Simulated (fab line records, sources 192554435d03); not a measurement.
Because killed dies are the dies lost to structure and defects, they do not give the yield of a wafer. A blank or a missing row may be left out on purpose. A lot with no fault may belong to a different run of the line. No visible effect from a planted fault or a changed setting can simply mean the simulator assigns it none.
Split-lot trial -- flow n5_finfet -- route with 1938 steps; 7 lots, 21 wafers read

## ON THE SPLIT
At N5_BEOL_M8_TRENCH_ETCH_37 (etches SiCOH lowk in C4F6/O2, target depth 93.478 nm, time 31.2 s), the setting time_s was moved away from the recipe's 31.2 s on 6 of the 21 wafers read, by -17.6% to +15.5%. All remaining wafers had this setting at the recipe value.

## FROM THE SPLIT TO THE READING: what the file shows between them, 12 steps
- N5_BEOL_M8_ETCH_41: etches SiCN in CH3F/O2, target depth 31.9 nm, time 57.8 s
- N5_BEOL_M8_STRIP_80: strips in N2/H2, time 10 s
- N5_BEOL_M8_OCD_MEAS_38
- N5_BEOL_M8_HM_STRIP_39: strips TiN in peroxide tin strip, target depth 25 nm, time 158 s
- N5_BEOL_M8_SRD_40: time 30 s
- N5_BEOL_M8_PRECLEAN_42: cleans in residue remover, time 60 s
- N5_BEOL_M8_ECD_50: material Cu, target thk 300 nm
- N5_BEOL_M8_ANNEAL_51: time 90 s
- N5_BEOL_M8_CMP_52: polishes, stops on SiCOH lowk, t overpolish 6.9 s, target thk 80 nm
- N5_BEOL_M8_THK_MEAS_53: measures by xrf
- N5_BEOL_M8_PRE_CLEAN_55: time 15 s
- N5_BEOL_M8_DEP_56: deposits SiCN from 3MS/NH3, target thk 10 nm, time 17.5 s

## THE READING
At N5_BEOL_M8_RS_MEAS_57, a four-point-probe measurement gives M8_RS in ohm/sq. On this fab line, fault-free wafers typically give 0.290 ohm/sq with a standard deviation of 0.0089 ohm/sq.

wafer,"tool, chamber at the split","time_s as run, s",against the recipe,"M8_RS, ohm/sq",against lot-mates on the recipe
L075.2,"rie_diel-05, 1",34.89,+11.8%,0.252,-0.041
L075.5,"rie_diel-05, 1",31.2,recipe,0.293,-
L075.6,"rie_diel-05, 2",34.89,+11.8%,0.258,-0.035
L081.2,"rie_diel-02, 3",36.05,+15.5%,0.242,-0.054
L081.3,"rie_diel-02, 0",31.2,recipe,0.296,-
L081.6,"rie_diel-02, 1",31.2,recipe,0.296,-
L083.1,"rie_diel-06, 3",31.2,recipe,0.282,-
L083.4,"rie_diel-06, 1",31.2,recipe,0.291,-
L083.5,"rie_diel-06, 1",31.2,recipe,0.286,-
L085.2,"rie_diel-05, 2",31.2,recipe,0.295,-
L085.5,"rie_diel-05, 0",31.2,recipe,0.281,-
L085.6,"rie_diel-05, 1",31.2,recipe,0.288,-
L087.3,"rie_diel-02, 0",31.2,recipe,0.292,-
L087.5,"rie_diel-02, 0",25.7,-17.6%,0.378,+0.086
L087.6,"rie_diel-02, 3",25.7,-17.6%,0.380,+0.088
L094.3,"rie_diel-02, 1",31.2,recipe,0.277,-
L094.5,"rie_diel-02, 1",31.2,recipe,0.286,-
L094.6,"rie_diel-02, 2",31.2,recipe,0.299,-
L095.1,"rie_diel-02, 1",31.2,recipe,0.271,-
L095.4,"rie_diel-02, 1",31.2,recipe,0.276,-
L095.5,"rie_diel-02, 3",26.69,-14.5%,0.355,+0.081

THE FIT
A straight line over all 21 wafers: M8_RS changes by -0.00417 ohm/sq for each +1% of time_s; r = -0.96; the points scatter about the line by 0.011 ohm/sq.
The same after taking each lot's own level away (the mean of its wafers on the recipe; 21 wafers): -0.0044 ohm/sq for each +1%; r = -0.98; scatter 0.008 ohm/sq.
Per that fit: largest time_s move, reading shift of 0.078 ohm/sq.
The span of the lots' own levels, 0.2735 to 0.2960 ohm/sq, comes to 2.5 times the standard deviation stated above.
The two slopes are in agreement: the lot-to-lot level therefore moves the slope only a little.
Check: +0.0796 ohm/sq against its lot-mates is what the line predicts for one of the wafers moved furthest among these (-17.6%) when that wafer is left out of the fit. It came out at +0.086 ohm/sq against them.

## OTHER SPLITS ON THESE WAFERS
Before the reading, these wafers also passed through other splits. Each is held against what the fit with the lots' levels taken away leaves over:
other split on the same wafers,wafers away from the commonest value,r with M8_RS (lot level and that fit taken away)
N5_BEOL_M6_ILD_DEP_00 time_s,6,-0.04
N5_BEOL_M6_TRENCH_ETCH_37 source_w,6,-0.01
N5_BEOL_M8_PECVD_70 temp_c,9,+0.28
N5_BEOL_M8_VIA_ETCH_34 source_w,7,-0.16

## THE WHOLE CHAIN: every reading that the file lists as answering this split, in the file's order
step,what it does,reading,change (the file's fit),r (the file's)
N5_BEOL_M8_TRENCH_ETCH_37,"etches SiCOH lowk in C4F6/O2, target depth 93.478 nm, time 31.2 s","BEOL_M8.feature_depth_nm (the simulator's own value, which no gauge read)",+0.969 nm for each +1% of the setting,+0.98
N5_BEOL_M8_TRENCH_ETCH_37,"etches SiCOH lowk in C4F6/O2, target depth 93.478 nm, time 31.2 s","etch.depth_nm (the simulator's own value, which no gauge read)",+0.971 nm for each +1% of the setting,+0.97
N5_BEOL_M8_OCD_MEAS_38,,trench_depth_nm,+0.986 nm for each +1% of the setting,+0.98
N5_BEOL_M8_CMP_52,"polishes, stops on SiCOH lowk, t overpolish 6.9 s, target thk 80 nm","Cu_of_BEOL_M8_ECD_50.thk_nm (the simulator's own value, which no gauge read)",+0.946 nm for each +1% of the setting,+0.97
N5_BEOL_M8_THK_MEAS_53,measures by xrf,M8_THK,+0.903 for each +1% of the setting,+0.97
N5_BEOL_M8_RS_MEAS_57,measures by four-point-probe,M8_RS,-0.00445 for each +1% of the setting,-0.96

## FILE'S OWN FIT
M8_RS changes by -0.00445 ohm/sq for each +1% of time_s, r = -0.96.
